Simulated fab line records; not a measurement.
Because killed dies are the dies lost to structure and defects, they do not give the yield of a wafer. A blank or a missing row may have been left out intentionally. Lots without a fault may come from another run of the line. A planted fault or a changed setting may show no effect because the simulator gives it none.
Chamber matching -- flow n5-finfet -- 4 sister chambers for N5_HKMG_FIN_STRIP_34 on rie-diel-01
The step strips in CF4. 4 wafers are shown with their chamber, then 9 later ones without.

== EACH WAFER AND ITS CHAMBER ==
wafer,chamber,showerhead-plenum-p-Torr (Torr)
L089.3,2,1.83
L092.4,0,1.88
L093.1,3,1.77
L093.5,1,1.70

== WAFERS WITHOUT THEIR CHAMBER ==
wafer,showerhead-plenum-p-Torr (Torr)
L095.1,1.88
L095.3,1.70
L095.4,1.82
L096.4,1.88
L096.5,1.82
L096.6,1.77
L097.1,1.70
L097.2,1.76
L097.5,1.76

== CHAMBER TAKEN BY EACH ==
wafer,from the rows above,in truth
L095.1,0,0
L095.3,1,1
L095.4,2,2
L096.4,0,0
L096.5,2,2
L096.6,3,3
L097.1,1,1
L097.2,3,3
L097.5,3,3
Correct placement for 9 of the 9. Left unplaced by these rows: 0. Number placed wrongly: 0.
How it was worked out, from the rows above alone: a wafer's distance from a chamber is the root of the sum, over the readings, of the square of ((its reading less the chamber's mean) divided by the reading's scatter). The wafer belongs to the nearest chamber; if the next one is less than 2 further off, it can't be placed. A chamber's mean is the mean of its shown wafers. The scatter: with one shown wafer a chamber, the root of the mean of the squares of how far each hidden wafer lies from its nearest shown one.
